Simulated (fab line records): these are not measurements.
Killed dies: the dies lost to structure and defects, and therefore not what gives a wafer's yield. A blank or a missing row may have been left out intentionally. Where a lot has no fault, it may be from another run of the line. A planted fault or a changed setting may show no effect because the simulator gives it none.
What tool caused it? / flow nand_harc / 24 lots, 72 wafers sampled, at 3 steps of a route of 1159

## WHAT THE GAUGES READ, wafer by wafer
NHARC_P_M2_INSPECT_27.
lot=L074; measured=day 5 22:04; on=defect_inspect-02; raw_defect_count=643 285 309
lot=L075; measured=day 6 20:23; on=defect_inspect-02; raw_defect_count=212 227 389
lot=L076; measured=day 6 20:44; on=defect_inspect-01; raw_defect_count=282 322 215
lot=L077; measured=day 7 07:12; on=defect_inspect-01; raw_defect_count=428 473 336
lot=L078; measured=day 7 11:04; on=defect_inspect-02; raw_defect_count=335 496 696
lot=L079; measured=day 7 11:32; on=defect_inspect-01; raw_defect_count=539 399 860
lot=L080; measured=day 7 16:26; on=defect_inspect-01; raw_defect_count=612 529 554
lot=L081; measured=day 8 01:32; on=defect_inspect-01; raw_defect_count=349 578 246
lot=L082; measured=day 8 02:35; on=defect_inspect-01; raw_defect_count=510 399 508
lot=L083; measured=day 8 11:46; on=defect_inspect-01; raw_defect_count=282 307 263
lot=L084; measured=day 8 17:22; on=defect_inspect-01; raw_defect_count=483 477 400
lot=L087; measured=day 9 09:05; on=defect_inspect-01; raw_defect_count=218 180 240
lot=L086; measured=day 9 09:52; on=defect_inspect-02; raw_defect_count=203 144 266
lot=L085; measured=day 9 10:10; on=defect_inspect-01; raw_defect_count=642 447 292
lot=L089; measured=day 10 02:36; on=defect_inspect-01; raw_defect_count=115 266 135
lot=L091; measured=day 10 04:19; on=defect_inspect-02; raw_defect_count=301 313 229
lot=L088; measured=day 10 04:25; on=defect_inspect-01; raw_defect_count=370 278 272
lot=L090; measured=day 10 09:37; on=defect_inspect-02; raw_defect_count=178 363 247
lot=L092; measured=day 10 15:25; on=defect_inspect-01; raw_defect_count=332 192 288
lot=L094; measured=day 11 10:37; on=defect_inspect-01; raw_defect_count=478 387 401
lot=L093; measured=day 11 10:41; on=defect_inspect-02; raw_defect_count=261 290 190
lot=L095; measured=day 11 12:42; on=defect_inspect-01; raw_defect_count=223 500 212
lot=L096; measured=day 11 16:39; on=defect_inspect-01; raw_defect_count=418 785 489
lot=L097; measured=day 11 17:40; on=defect_inspect-02; raw_defect_count=339 212 154

NHARC_A_SOURCE_PLATE_THK_MEAS_09: measures by ellipsometry.
lot=L074; measured=day 6 13:14; on=film_metro-02; thk_nm (nm)=10.4 10.8 9.9
lot=L075; measured=day 7 11:11; on=film_metro-01; thk_nm (nm)=8.7 9.8 9.7
lot=L076; measured=day 7 11:11; on=film_metro-02; thk_nm (nm)=8.4 9.1 11.9
lot=L077; measured=day 7 21:58; on=film_metro-02; thk_nm (nm)=8.7 11.0 9.5
lot=L078; measured=day 8 01:56; on=film_metro-02; thk_nm (nm)=10.8 10.1 8.1
lot=L079; measured=day 8 01:56; on=film_metro-01; thk_nm (nm)=10.0 8.7 11.2
lot=L080; measured=day 8 10:11; on=film_metro-01; thk_nm (nm)=9.3 9.2 11.4
lot=L081; measured=day 8 16:24; on=film_metro-02; thk_nm (nm)=10.7 8.1 9.1
lot=L082; measured=day 8 16:24; on=film_metro-01; thk_nm (nm)=8.2 9.5 10.3
lot=L083; measured=day 9 03:22; on=film_metro-02; thk_nm (nm)=9.7 10.5 9.4
lot=L084; measured=day 9 07:59; on=film_metro-02; thk_nm (nm)=10.5 9.6 9.9
lot=L087; measured=day 10 00:45; on=film_metro-02; thk_nm (nm)=10.9 10.4 10.7
lot=L086; measured=day 10 00:46; on=film_metro-02; thk_nm (nm)=10.6 10.0 8.5
lot=L085; measured=day 10 00:45; on=film_metro-01; thk_nm (nm)=10.3 11.6 10.8
lot=L089; measured=day 10 17:43; on=film_metro-02; thk_nm (nm)=8.8 10.3 8.8
lot=L091; measured=day 10 17:43; on=film_metro-01; thk_nm (nm)=10.2 9.8 11.4
lot=L088; measured=day 10 17:43; on=film_metro-01; thk_nm (nm)=9.4 10.6 10.6
lot=L090; measured=day 11 00:20; on=film_metro-01; thk_nm (nm)=9.2 11.2 9.3
lot=L092; measured=day 11 06:16; on=film_metro-02; thk_nm (nm)=9.8 11.2 9.0
lot=L094; measured=day 12 01:32; on=film_metro-01; thk_nm (nm)=9.6 9.0 11.0
lot=L093; measured=day 12 01:32; on=film_metro-02; thk_nm (nm)=10.5 9.4 8.7
lot=L095; measured=day 12 01:32; on=film_metro-02; thk_nm (nm)=10.8 9.9 11.7
lot=L096; measured=day 12 07:23; on=film_metro-02; thk_nm (nm)=9.5 9.2 10.7
lot=L097; measured=day 12 07:23; on=film_metro-01; thk_nm (nm)=8.3 10.5 10.1

NHARC_A_ONON_D1_THK_MEAS_11: measures by ellipsometry.
lot=L074; measured=day 7 04:43; on=film_metro-01; thk_nm (nm)=977 975 976
lot=L075; measured=day 8 03:22; on=film_metro-01; thk_nm (nm)=1007 1008 1008
lot=L076; measured=day 8 03:23; on=film_metro-01; thk_nm (nm)=1009 1009 1009
lot=L077; measured=day 8 15:23; on=film_metro-02; thk_nm (nm)=997 1001 1000
lot=L078; measured=day 8 15:07; on=film_metro-02; thk_nm (nm)=1001 999 1002
lot=L079; measured=day 8 15:28; on=film_metro-02; thk_nm (nm)=991 991 990
lot=L080; measured=day 9 02:05; on=film_metro-01; thk_nm (nm)=993 995 995
lot=L081; measured=day 9 09:17; on=film_metro-02; thk_nm (nm)=1019 1021 1018
lot=L082; measured=day 9 09:15; on=film_metro-01; thk_nm (nm)=990 992 990
lot=L083; measured=day 9 18:45; on=film_metro-02; thk_nm (nm)=997 998 999
lot=L084; measured=day 9 23:23; on=film_metro-02; thk_nm (nm)=1013 1011 1011
lot=L087; measured=day 10 15:56; on=film_metro-01; thk_nm (nm)=988 988 988
lot=L086; measured=day 10 15:59; on=film_metro-01; thk_nm (nm)=1006 1006 1007
lot=L085; measured=day 10 15:59; on=film_metro-02; thk_nm (nm)=1028 1024 1026
lot=L089; measured=day 11 10:02; on=film_metro-02; thk_nm (nm)=989 987 987
lot=L091; measured=day 11 10:13; on=film_metro-01; thk_nm (nm)=1004 1005 1003
lot=L088; measured=day 11 09:52; on=film_metro-02; thk_nm (nm)=1001 999 1001
lot=L090; measured=day 11 15:51; on=film_metro-02; thk_nm (nm)=991 988 990
lot=L092; measured=day 11 23:08; on=film_metro-01; thk_nm (nm)=991 990 990
lot=L094; measured=day 12 17:37; on=film_metro-02; thk_nm (nm)=989 991 989
lot=L093; measured=day 12 17:34; on=film_metro-02; thk_nm (nm)=1018 1019 1017
lot=L095; measured=day 12 17:35; on=film_metro-01; thk_nm (nm)=992 992 992
lot=L096; measured=day 12 22:33; on=film_metro-02; thk_nm (nm)=1014 1014 1015
lot=L097; measured=day 12 22:34; on=film_metro-02; thk_nm (nm)=992 992 990

## EACH LOT AND THE TOOL THAT RAN IT (in order: tool; ch and the chambers of the sampled wafers; start)
There is no process step in the record ahead of these readings.

## AS READ BY THE TOOLS THEMSELVES (means over the sampled wafers that have a number; for cases with no such wafer, the mark the record gives instead)
The record holds no such reading with a usual standard deviation.

## THE ANSWER, worked out from the rows above alone
Rule: usual is defined by the lots themselves. The widest of any qualifying gaps counts: lots, ordered by their means at a reading, are off when they make up no more than a third of the lots, leave a main group of 4 or more, and stand apart from it by 3 or more times the standard deviation of that group's means. If all means in a main group match to the digits the tables above print for the reading, that group is not used. A lot without any number at a reading at which 4 lots or more have one is off too. Where the step has rows for the other lots, those lots are counted as sound. Order of review: gauges by route order, followed by the tools' own readings, for which a lot's mean as printed above is used. The first step at which some lot is off is used, and at that step the reading that is off furthest; a lot without a number counts as furthest.
None of the lots is off at any reading shown; this tells nothing.

## WHAT THE SIMULATOR PUT IN
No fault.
